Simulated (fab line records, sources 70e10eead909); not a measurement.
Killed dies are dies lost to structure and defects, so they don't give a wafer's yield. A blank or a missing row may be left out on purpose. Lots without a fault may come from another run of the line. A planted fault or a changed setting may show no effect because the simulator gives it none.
Which tool did it? | flow nand_harc | 14 lots, 42 wafers sampled, at 4 steps of a route of 1302

WHAT THE GAUGES READ, wafer by wafer
NHARC_P_CONTACT_OVL_MEAS_13.
lot  | measured     | on         | overlay_x_nm (nm) | overlay_y_nm (nm)
L537 | day 5 21:56  | overlay-01 | -0.2 -0.2 0.2     | -0.6 -0.4 -0.7
L539 | day 7 01:54  | overlay-01 | -0.1 -0.3 -0.2    | 0.4 0.1 0.4
L540 | day 7 04:33  | overlay-01 | -1.5 -1.3 -1.2    | 0.7 0.5 0.4
L541 | day 7 10:14  | overlay-01 | -1.7 -1.4 -1.5    | 0.5 -0.4 0.3
L542 | day 8 01:11  | overlay-02 | -1.0 -1.4 -1.6    | 0.2 0.4 0.0
L543 | day 8 11:49  | overlay-01 | -0.2 -0.4 -0.3    | -0.1 0.2 -0.1
L545 | day 9 04:07  | overlay-01 | 0.2 0.3 0.1       | 0.9 0.6 0.6
L548 | day 10 10:19 | overlay-01 | 0.1 -0.2 -0.2     | 0.1 0.5 0.3
L549 | day 10 19:38 | overlay-01 | -0.1 0.5 0.2      | -0.3 -0.3 -0.2
L550 | day 11 06:46 | overlay-02 | -0.4 -0.2 -0.6    | -0.2 0.3 0.7
L552 | day 12 02:19 | overlay-02 | 0.6 0.0 0.2       | 0.4 0.4 0.7
L551 | day 12 03:08 | overlay-01 | 0.0 0.3 0.1       | -1.0 -1.1 -1.5
L559 | day 15 07:53 | overlay-01 | 1.2 0.8 0.8       | -0.6 -1.0 -1.2
L560 | day 15 21:13 | overlay-02 | -1.3 -1.3 -1.0    | 0.8 0.4 0.1

NHARC_P_M0_OVL_MEAS_10: pitch 180 nm.
lot  | measured     | on         | overlay_x_nm (nm) | overlay_y_nm (nm)
L537 | day 6 02:08  | overlay-01 | 0.5 0.7 0.1       | -0.8 -0.5 -0.1
L539 | day 7 06:05  | overlay-02 | -1.1 -1.7 -1.5    | -0.6 -0.4 -0.4
L540 | day 7 08:35  | overlay-02 | -0.5 0.1 -0.4     | -1.8 -1.8 -1.7
L541 | day 7 14:23  | overlay-02 | 1.0 1.7 1.7       | -0.2 -0.2 -0.2
L542 | day 8 05:25  | overlay-01 | 0.1 0.6 0.0       | 1.4 1.2 1.2
L543 | day 8 15:56  | overlay-01 | -0.3 -0.2 -0.1    | 0.0 0.6 0.9
L545 | day 9 08:16  | overlay-02 | 0.2 0.5 0.0       | -1.2 -0.8 -0.9
L548 | day 10 14:32 | overlay-02 | 1.3 1.7 1.1       | 0.9 0.4 1.4
L549 | day 10 23:48 | overlay-01 | -0.3 -1.0 -0.1    | -0.3 0.4 -0.3
L550 | day 11 10:58 | overlay-01 | -0.6 -0.7 -0.5    | -1.6 -1.2 -0.8
L552 | day 12 06:34 | overlay-02 | -0.4 0.3 -0.4     | -0.9 -1.1 -1.1
L551 | day 12 07:35 | overlay-02 | -0.8 -0.3 -0.2    | -0.8 -0.6 -1.1
L559 | day 15 12:02 | overlay-02 | 0.4 0.1 0.0       | -0.4 -0.7 0.4
L560 | day 16 01:23 | overlay-02 | -0.6 -0.2 -0.7    | 0.0 -0.6 -0.5

NHARC_P_M0_INSPECT_11.
lot  | measured     | on                | raw_defect_count
L537 | day 6 02:10  | defect_inspect-02 | 5 7 5
L539 | day 7 06:07  | defect_inspect-02 | 1 5 5
L540 | day 7 08:37  | defect_inspect-01 | 2 3 2
L541 | day 7 14:25  | defect_inspect-01 | 2 4 6
L542 | day 8 05:27  | defect_inspect-02 | 0 2 1
L543 | day 8 15:58  | defect_inspect-01 | 3 6 4
L545 | day 9 08:18  | defect_inspect-02 | 1 5 1
L548 | day 10 14:35 | defect_inspect-02 | 5 5 6
L549 | day 10 23:50 | defect_inspect-01 | 4 3 2
L550 | day 11 11:01 | defect_inspect-01 | 5 3 3
L552 | day 12 06:36 | defect_inspect-01 | 6 6 5
L551 | day 12 07:37 | defect_inspect-01 | 6 3 4
L559 | day 15 12:04 | defect_inspect-01 | 2 6 4
L560 | day 16 01:25 | defect_inspect-02 | 3 1 6

WHICH TOOL RAN EACH LOT (tool, then ch and the chambers of the sampled wafers, then the start)
lot  | NHARC_P_M0_PEB_07
L537 | litho_track-04 ch 0, day 6 01:58
L539 | litho_track-04 ch 0, day 7 05:55
L540 | litho_track-04 ch 0, day 7 08:25
L541 | litho_track-04 ch 0, day 7 14:13
L542 | litho_track-01 ch 0, day 8 05:14
L543 | litho_track-04 ch 0, day 8 15:46
L545 | litho_track-04 ch 0, day 9 08:05
L548 | litho_track-06 ch 0, day 10 14:22
L549 | litho_track-04 ch 0, day 10 23:38
L550 | litho_track-06 ch 0, day 11 10:47
L552 | litho_track-06 ch 0, day 12 06:23
L551 | litho_track-06 ch 0, day 12 07:25
L559 | litho_track-06 ch 0, day 15 11:52
L560 | litho_track-06 ch 0, day 16 01:13
- NHARC_P_M0_PEB_07: peb time 65 s.

WHAT THE TOOLS THEMSELVES READ (means of the sampled wafers that have a number; where no wafer has one, the mark that the record gives instead)
NHARC_P_M0_PEB_07.
lot  | tool           | heater_power_total_W (W) | plate_temp_C (C)
L537 | litho_track-04 | 157.1                    | 99.92
L539 | litho_track-04 | 157.2                    | 100.00
L540 | litho_track-04 | 156.1                    | 100.02
L541 | litho_track-04 | 156.3                    | 100.03
L542 | litho_track-01 | 157.0                    | 99.87
L543 | litho_track-04 | 156.4                    | 99.85
L545 | litho_track-04 | 156.2                    | 100.07
L548 | litho_track-06 | 157.1                    | 100.13
L549 | litho_track-04 | 156.9                    | 100.13
L550 | litho_track-06 | 156.8                    | 100.03
L552 | litho_track-06 | 156.4                    | 99.84
L551 | litho_track-06 | 157.0                    | 99.82
L559 | litho_track-06 | 147.7                    | 95.90
L560 | litho_track-06 | 147.7                    | 96.03

THE ANSWER, worked out from the rows above alone
Rule: what is usual is taken from the lots themselves. Put in order of their means at a reading, lots are off if they are a third of the lots or fewer, leave a main group of 4 or more, and stand apart from it by a gap of 3 or more times the standard deviation of the main group's means; of several such gaps the widest counts. A main group whose means are all the same, to the digits that the tables above print for the reading, isn't used. A lot without any number at a reading at which 4 lots or more have one is off too. The other lots that the step has rows for count as sound. The gauges are gone through in route order, then the tools' own readings, and for those a lot's mean is taken as printed above. The first step at which some lot is off is used, and at that step the reading that is off furthest; a lot without a number counts as furthest.
Off: L559, L560, at NHARC_P_M0_PEB_07 (plate_temp_C). The main group: mean 99.98 C, standard deviation 0.11.
A tool fits if, at that step or a process step before it, it ran every lot that is off, and no sound lot after the first of them. One fits: litho_track-06 at NHARC_P_M0_PEB_07. Its last sound lot is L551 (day 12 07:25), its first lot that is off L559 (day 15 11:52): a fault that began between those two fits.
The tool's own readings at NHARC_P_M0_PEB_07 bear it out: on the lots that are off they differ by more than 5 times the standard deviation of the sound lots' means. heater_power_total_W reads 147.7 W there against 156.7 W on the sound lots; plate_temp_C reads 95.97 C there against 99.98 C on the sound lots.

WHAT THE SIMULATOR HAD PUT IN
Process parameter drift: litho_track-06, from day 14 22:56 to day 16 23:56, at NHARC_P_M0_PEB_07. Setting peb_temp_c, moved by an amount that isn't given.
Lots struck among those shown: L559, L560. The rule above found the same.
